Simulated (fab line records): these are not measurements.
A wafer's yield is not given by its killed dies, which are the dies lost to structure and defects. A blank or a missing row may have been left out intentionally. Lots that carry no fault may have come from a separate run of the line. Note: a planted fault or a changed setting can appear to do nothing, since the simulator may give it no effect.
fab line records	flow n5Finfet
[record] lots = 14	wafers = 42	lastDay = 19
route steps=1938 shown BEOL_M14@1750 BEOL_M15@1779
lots that met no fault: taken from a fault-free run of the same line
startH: start of the lot's first displayed wafer, in hours after the record's first day	waitH: how many hours have passed since the lot's step before this one	" same as the row above	L1.1+2: a row that stands for several wafers	- no value present, or no start provided	* or withheld: withheld	< > ~ a bound
route shown NAME@n: NAME is a module with steps in the file, n the number in the route of the first one	usual: mean/standard deviation taken from wafers without a fault	same: alike in all rows	chamber/n: place in a boat	sites: each site's reading	_std_site: the values' standard deviation	_edge_site: mean of outer sites minus mean of inner sites	radiusMm: how far each site lies from the wafer's centre	mask NAME#n: copy n	behind: the tool/chamber that last shaped the wafer	hold: why the lot was held/for how many hours/how that ended	device: the n, p or np transistor that did not switch	end of line: tests of these same wafers at the route's end	for a step that has no rows: nothing shown but its recipe	killed: not the wafer's yield, but the dies lost to structure and defects at the first sort	map: the dies of a wafer, with x for killed, . for not killed, _ for no die there
set.NAME: the run value of the setting; set.NAME@STEP: its run value at that earlier step	model.NAME: the simulator's own value behind a step, which no gauge read
a sample of lots followed through the steps of the route, with each step as a table and each wafer as a row
services: a tool's chamber out of use, with start hour (startH, from the record's first day; less than 0 if before it), hours out, and reason
[[steps]]
[step N5_BEOL_M14_ETCH_67]
[recipe] chemistry = CF4	target = SiARC	targetDepthA = 1430	timeS = 238.3	ionEnergyEv = 80	pressureMtorr = 40	sourceW = 545	biasW = 36	Ar_flow_sccm = 100	cf4FlowSccm = 100	ends = cleared
[usual] drypumpMotorCurrentA = 5.9/0.37	etchRfOnTimeS = 238/3.1	mfcArSccm = 99.98/0.3	oesProductAu = 0.68/0.068	rfVppV = 184.2/1.4	showerheadPlenumPTorr = 2.16/0.099	throttleValvePct = 15.54/0.21
lot.wafer	tool	chamber	startH	waitH	drypumpMotorCurrentA	etchRfOnTimeS	mfcArSccm	oesProductAu	rfHoursCounterH	rfVppV	showerheadPlenumPTorr	throttleValvePct
L359.1	rieDiel-04	2	261.24	0.0	6.1	240	99.69	0.70	88	183.7	2.08	15.80
L359.2	"	3	"	"	6.0	235	100.06	0.61	229	183.4	2.11	15.61
L359.3	"	0	"	"	6.3	236	99.37	0.72	74	184.3	2.26	15.39
L360.1	rieDiel-04	3	266.01	0.0	6.0	235	100.13	0.61	231	183.6	2.11	15.60
L360.4	"	1	"	"	6.1	243	100.02	0.59	246	183.2	2.02	15.58
L360.5	"	1	"	"	6.0	242	100.09	0.59	-	182.3	2.02	15.59
L361.1	rieDiel-05	2	274.30	0.0	5.8	239	100.17	0.73	45	185.7	2.27	15.50
L361.5	"	2	"	"	5.8	240	100.46	0.73	-	185.4	2.27	15.50
L361.6	"	3	"	"	6.3	238	100.27	0.80	-	184.0	2.19	15.39
L362.2	rieDiel-04	0	296.72	0.0	6.3	237	100.27	0.71	87	184.9	2.26	15.44
L362.3	"	3	"	"	6.0	237	99.83	0.59	242	183.7	2.10	15.61
L362.6	"	0	"	"	6.3	236	100.87	0.71	-	185.8	2.26	15.42
L363.2	rieDiel-05	0	300.04	0.0	5.5	237	100.11	0.63	200	184.4	2.20	15.50
L363.5	"	3	"	"	6.3	235	99.84	0.78	-	184.0	2.19	15.42
L363.6	"	2	"	"	5.8	236	99.90	0.73	-	186.4	2.27	15.52
L366.1	rieDiel-02	1	326.26	0.0	5.4	242	100.20	0.65	137	185.1	2.24	15.68
L366.3	"	0	"	"	5.3	235	100.26	0.68	90	186.0	2.24	15.37
L366.6	"	1	"	"	5.4	243	100.00	0.65	-	184.4	2.24	15.66
L369.1	rieDiel-02	1	330.01	0.0	5.5	240	100.42	0.65	139	184.6	2.24	15.67
L369.2	"	2	"	"	6.4	234	100.20	0.77	41	184.9	2.09	15.41
L369.5	"	1	"	"	5.5	239	100.28	0.65	-	184.1	2.24	15.67
L376.3	rieDiel-05	2	381.88	0.0	5.8	239	100.64	0.69	85	186.4	2.25	15.57
L376.4	"	0	"	"	5.5	239	100.12	0.61	232	184.5	2.19	15.58
L376.5	"	3	"	"	6.3	237	100.19	0.74	-	184.4	2.18	15.46
L378.3	rieDiel-02	2	392.25	0.0	6.4	236	99.91	0.73	62	182.8	2.08	15.44
L378.5	"	2	"	"	6.4	236	99.43	0.73	-	181.9	2.08	15.44
L378.6	"	1	"	"	5.5	242	100.22	0.63	-	185.5	2.24	15.68
L379.1	rieDiel-05	3	394.05	0.0	6.3	236	100.23	0.73	48	183.9	2.18	15.46
L379.2	"	1	"	"	5.4	238	99.67	0.59	213	182.3	1.96	15.91
L379.4	"	0	"	"	5.6	238	100.39	0.60	236	184.7	2.19	15.60
L377.1	rieDiel-04	0	395.08	0.0	6.4	234	100.38	0.69	124	184.4	2.24	15.50
L377.3	"	2	"	"	6.1	237	99.44	0.67	135	182.6	2.07	15.91
L377.5	"	1	"	"	6.1	234	99.47	0.78	-	185.1	2.26	15.20
L380.2	rieDiel-04	3	398.46	0.0	6.1	234	99.87	0.78	20	184.2	2.09	15.20
L380.5	"	2	"	"	6.1	240	100.21	0.66	-	183.0	2.07	15.88
L380.6	"	3	"	"	6.0	235	99.78	0.78	-	186.3	2.09	15.20
L381.1	rieDiel-02	0	414.02	0.0	5.3	241	99.60	0.63	124	184.4	2.23	15.43
L381.2	"	2	"	"	6.4	236	99.78	0.72	73	184.1	2.08	15.49
L381.3	"	1	"	"	5.5	241	99.44	0.64	164	184.4	2.23	15.72
L382.2	rieDiel-04	0	424.21	0.0	6.4	233	100.20	0.68	128	185.1	2.24	15.51
L382.4	"	1	"	"	6.1	234	99.75	0.76	52	185.4	2.26	15.23
L382.6	"	0	"	"	6.4	232	99.92	0.68	-	183.6	2.24	15.50
[step N5_BEOL_M14_STRIP_37]
[recipe] chemistry = O2	powerW = 600	tempC = 60	pressureMtorr = 30	rfFrequencyHz = 6e+07	biasPowerW = 0	overashFraction = 0.3	o2FlowSccm = 225
[usual] drypumpMotorCurrentA = 5.9/0.37	o2FlowSccm = 225.0/0.69	oesProductAu = 0.81/0.079	rfVppV = 3.8/1	showerheadPlenumPTorr = 2.12/0.099	throttleValvePct = 16.57/0.18
lot.wafer	tool	chamber	startH	waitH	drypumpMotorCurrentA	o2FlowSccm	oesProductAu	rfHoursCounterH	rfVppV	showerheadPlenumPTorr	throttleValvePct
L359.1	rieDiel-05	3	263.27	1.5	6.3	224.4	0.93	6	3.9	2.15	16.47
L359.2	"	2	"	"	5.8	225.1	0.86	40	3.8	2.23	16.56
L359.3	"	1	"	"	5.4	224.7	0.73	166	2.7	1.91	16.78
L360.1	rieDiel-05	1	266.66	0.1	5.4	223.8	0.74	168	5.2	1.91	16.79
L360.4	"	2	"	"	5.8	225.2	0.84	43	4.0	2.23	16.53
L360.5	"	3	"	"	6.3	225.2	0.94	-	4.6	2.15	16.48
L361.1	rieDiel-05	3	274.93	0.1	6.3	224.2	0.92	11	3.1	2.15	16.47
L361.5	"	2	"	"	5.8	224.3	0.85	-	4.4	2.23	16.54
L361.6	"	3	"	"	6.3	223.4	0.94	-	2.4	2.15	16.52
L362.2	rieDiel-05	0	301.44	4.1	5.5	226.2	0.72	200	2.6	2.16	16.59
L362.3	"	3	"	"	6.3	224.2	0.91	18	6.0	2.15	16.51
L362.6	"	1	"	"	5.4	224.8	0.72	-	4.3	1.91	16.83
L363.2	rieDiel-02	1	301.48	0.9	5.5	225.7	0.77	128	3.7	2.19	16.65
L363.5	"	3	"	"	5.9	224.4	0.69	-	4.7	2.16	16.58
L363.6	"	0	"	"	5.3	224.3	0.81	-	3.7	2.21	16.45
L366.1	rieDiel-04	2	326.88	0.0	6.2	225.2	0.81	110	4.1	2.01	16.82
L366.3	"	1	"	"	6.1	224.7	0.98	13	5.2	2.23	16.21
L366.6	"	2	"	"	6.1	224.7	0.80	-	4.7	2.01	16.85
L369.1	rieDiel-04	1	330.62	0.0	6.1	224.9	0.98	15	4.6	2.23	16.21
L369.2	"	2	"	"	6.1	224.2	0.80	112	6.4	2.01	16.82
L369.5	"	0	"	"	6.4	224.9	0.82	-	4.2	2.21	16.50
L376.3	rieDiel-02	2	385.84	3.4	6.4	224.7	0.85	59	1.8	2.04	16.47
L376.4	"	0	"	"	5.3	226.4	0.75	-	4.4	2.20	16.49
L376.5	"	1	"	"	5.5	225.2	0.74	-	4.4	2.18	16.70
L378.3	rieDiel-04	0	392.88	0.0	6.4	224.4	0.79	122	3.1	2.21	16.56
L378.5	"	1	"	"	6.1	225.3	0.92	-	3.3	2.22	16.25
L378.6	"	2	"	"	6.0	224.9	0.79	-	3.7	2.01	16.88
L379.1	rieDiel-04	1	395.62	1.0	6.1	224.7	0.91	39	4.9	2.22	16.21
L379.2	"	3	"	"	6.0	225.3	0.91	18	3.2	2.06	16.30
L379.4	"	0	"	"	6.3	224.3	0.79	124	4.1	2.21	16.53
L377.1	rieDiel-02	1	396.16	0.5	5.5	225.2	0.72	157	4.1	2.18	16.70
L377.3	"	0	"	"	5.3	224.5	0.77	117	3.4	2.19	16.47
L377.5	"	1	"	"	5.5	225.1	0.75	-	1.5	2.18	16.67
L380.2	rieDiel-04	3	399.27	0.2	6.0	225.2	0.92	21	4.0	2.06	16.31
L380.5	"	2	"	"	6.1	224.4	0.77	-	3.5	2.01	16.87
L380.6	"	1	"	"	6.1	225.2	0.92	-	4.3	2.22	16.28
L381.1	rieDiel-02	2	417.36	2.8	6.4	225.4	0.84	74	2.1	2.03	16.51
L381.2	"	0	"	"	5.3	224.8	0.75	126	4.0	2.19	16.52
L381.3	"	1	"	"	5.5	224.6	0.73	166	3.9	2.17	16.70
L382.2	rieDiel-04	3	424.83	0.0	6.0	224.2	0.88	32	2.6	2.05	16.33
L382.4	"	0	"	"	6.4	224.2	0.79	128	4.5	2.21	16.58
L382.6	"	0	"	"	6.4	225.5	0.78	-	4.4	2.21	16.59
[step N5_BEOL_M14_DEGAS_41]
[recipe] ambient = vacuum	tempC = 300	timeS = 60
[usual] heaterPowerW = 461/49
lot.wafer	tool	chamber	startH	waitH	heaterPowerW
L359.1	pvdSputter-02	-	263.67	0.2	560
L359.2	"	-	"	"	412
L359.3	"	-	"	"	450
L360.1	pvdSputter-02	-	267.15	0.3	410
L360.4	"	-	"	"	444
L360.5	"	-	"	"	413
L361.1	pvdSputter-02	-	275.19	0.0	450
L361.5	"	-	"	"	452
L361.6	"	-	"	"	503
L362.2	pvdSputter-03	-	301.72	0.0	422
L362.3	"	-	"	"	423
L362.6	"	-	"	"	412
L363.2	pvdSputter-01	-	301.87	0.2	452
L363.5	"	-	"	"	446
L363.6	"	-	"	"	509
L366.1	pvdSputter-02	-	328.95	1.8	442
L366.3	"	-	"	"	552
L366.6	"	-	"	"	413
L369.1	pvdSputter-02	-	330.95	0.1	503
L369.2	"	-	"	"	448
L369.5	"	-	"	"	555
L376.3	pvdSputter-02	-	386.50	0.4	460
L376.4	"	-	"	"	415
L376.5	"	-	"	"	577
L378.3	pvdSputter-01	-	393.38	0.3	438
L378.5	"	-	"	"	438
L378.6	"	-	"	"	402
L379.1	pvdSputter-01	-	396.10	0.2	509
L379.2	"	-	"	"	442
L379.4	"	-	"	"	446
L377.1	pvdSputter-01	-	396.42	0.0	452
L377.3	"	-	"	"	448
L377.5	"	-	"	"	442
L380.2	pvdSputter-01	-	399.68	0.2	406
L380.5	"	-	"	"	456
L380.6	"	-	"	"	402
L381.1	pvdSputter-01	-	417.87	0.3	399
L381.2	"	-	"	"	441
L381.3	"	-	"	"	446
L382.2	pvdSputter-01	-	425.17	0.1	417
L382.4	"	-	"	"	453
L382.6	"	-	"	"	417
[step N5_BEOL_M15_EXPOSE_07]
[recipe] maskId = V14	na = 0.8	sourceShape = annular	sigmaInner = 0.5	sigmaOuter = 0.8	polarization = unpolarized	attpsmPhaseDeg = 180	doseMj = 41.25
[usual] exposureDoseMJCm2 = 41.23/0.042	focusOffsetNm = -0.1/0.55	reticleTempC = 22.98/0.1	sigmaOuter = 0.8/0
lot.wafer	tool	chamber	startH	waitH	mask	exposureDoseMJCm2	focusOffsetNm	reticleTempC	sigmaOuter
L359.1	krfScanner-01	0	265.80	-	V14#0	41.22	-0.3	23.01	0.8
L359.2	"	0	"	"	V14#0	41.26	-0.2	23.01	0.8
L359.3	"	0	"	"	V14#0	41.25	-0.8	23.17	0.8
L360.1	krfScanner-02	0	269.56	-	V14#0	41.24	0.1	23.17	0.8
L360.4	"	0	"	"	V14#0	41.28	-0.1	23.06	0.8
L360.5	"	0	"	"	V14#0	41.30	0.1	23.11	0.8
L361.1	krfScanner-02	0	276.91	-	V14#0	41.26	-0.1	23.04	0.8
L361.5	"	0	"	"	V14#0	41.26	-0.3	22.90	0.8
L361.6	"	0	"	"	V14#0	41.26	-0.6	23.09	0.8
L362.2	krfScanner-02	0	304.23	-	V14#0	41.19	0.7	22.99	0.8
L362.3	"	0	"	"	V14#0	41.18	0.1	22.97	0.8
L362.6	"	0	"	"	V14#0	41.26	0.2	23.01	0.8
L363.2	krfScanner-01	0	304.39	-	V14#0	41.19	-1.5	23.14	0.8
L363.5	"	0	"	"	V14#0	41.21	-0.6	22.98	0.8
L363.6	"	0	"	"	V14#0	41.19	-1.1	22.93	0.8
L366.1	krfScanner-02	-	333.22	-	V14#0	-	-	-	-
L366.3	"	-	"	"	V14#0	-	-	-	-
L366.6	"	-	"	"	V14#0	-	-	-	-
L369.1	krfScanner-02	-	334.36	-	V14#0	-	-	-	-
L369.2	"	-	"	"	V14#0	-	-	-	-
L369.5	"	-	"	"	V14#0	-	-	-	-
L376.3	krfScanner-01	0	388.79	-	V14#0	41.19	-0.7	22.94	0.8
L376.4	"	0	"	"	V14#0	41.22	-0.2	23.13	0.8
L376.5	"	0	"	"	V14#0	41.20	-0.6	22.94	0.8
L378.3	krfScanner-01	0	396.41	-	V14#0	41.22	0.1	23.13	0.8
L378.5	"	0	"	"	V14#0	41.18	0.3	23.19	0.8
L378.6	"	0	"	"	V14#0	41.26	0.0	23.07	0.8
L379.1	krfScanner-02	0	398.04	-	V14#0	41.27	-1.0	22.78	0.8
L379.2	"	0	"	"	V14#0	41.22	-0.3	22.78	0.8
L379.4	"	0	"	"	V14#0	41.23	0.2	22.86	0.8
L377.1	krfScanner-01	0	398.26	-	V14#0	41.18	-0.3	22.96	0.8
L377.3	"	0	"	"	V14#0	41.20	0.2	22.70	0.8
L377.5	"	0	"	"	V14#0	41.22	-0.4	23.01	0.8
L380.2	krfScanner-01	0	402.09	-	V14#0	41.23	0.4	22.90	0.8
L380.5	"	0	"	"	V14#0	41.18	0.5	22.91	0.8
L380.6	"	0	"	"	V14#0	41.17	0.7	23.03	0.8
L381.1	krfScanner-02	0	420.84	-	V14#0	41.31	-0.4	23.04	0.8
L381.2	"	0	"	"	V14#0	41.27	-0.5	23.01	0.8
L381.3	"	0	"	"	V14#0	41.25	-0.2	23.10	0.8
L382.2	krfScanner-02	0	427.64	-	V14#0	41.22	-0.8	22.78	0.8
L382.4	"	0	"	"	V14#0	41.16	0.3	22.82	0.8
L382.6	"	0	"	"	V14#0	41.29	-0.4	23.03	0.8
[[services]]
tool	chamber	startH	hours	kind
krfScanner-01	-	261.51	1.3	pm
rieDiel-05	0	267.67	7.6	repair
krfScanner-01	-	272.12	3.6	pm
rieDiel-04	1	277.22	-	clean
rieDiel-04	1	277.22	-	consumableReplace:focusRing
rieDiel-04	1	277.22	-	consumableReplace:showerhead
krfScanner-02	-	283.03	1.8	repair
krfScanner-01	-	308.13	3.0	pm
rieDiel-02	3	321.37	8.5	repair
rieDiel-05	3	337.33	15.2	repair
krfScanner-01	-	344.30	0.8	pm
krfScanner-02	-	348.03	1.1	repair
rieDiel-02	1	356.92	13.5	repair
krfScanner-02	-	376.39	1.5	repair
krfScanner-02	-	385.49	2.4	repair
krfScanner-02	-	387.93	1.0	pm
krfScanner-01	-	388.93	1.0	pm
krfScanner-02	-	391.60	0.5	repair
krfScanner-01	-	393.51	0.6	repair
krfScanner-02	-	399.93	0.8	pm
rieDiel-04	0	404.31	19.7	repair
krfScanner-02	-	407.15	1.3	pm
krfScanner-01	-	412.77	4.0	pm
pvdSputter-01	-	415.17	1.8	repair
[[key]]
[firstSign] step = N5_BEOL_M15_EXPOSE_07	reading = toolRecord	direction = missing
effect none on later readings
metAt N5_BEOL_M15_EXPOSE_07
struckLots L366,L369
laterRowsLeftOut L366.1,L366.3,L366.6,L369.1,L369.2,L369.5
sortLeftOut L366.1,L366.3,L366.6,L369.1,L369.2,L369.5
notActingAt N5_BEOL_M14_ETCH_67,N5_BEOL_M14_STRIP_37,N5_BEOL_M14_DEGAS_41
onsetBetween 304.23 333.22
[fault] kind = skippedStepWhole	tool = krfScanner-02	chamber = -	onsetH = 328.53	steps = N5_BEOL_M15_EXPOSE_07	scope = struckLotsOnly
// sortLeftOut: the simulated sort isn't trusted on such a fault, so these wafers' sort isn't shown, and their yield isn't known
// laterRowsLeftOut: the simulator's readings of these wafers behind a module that went badly wrong aren't trusted and aren't shown, but for the sort
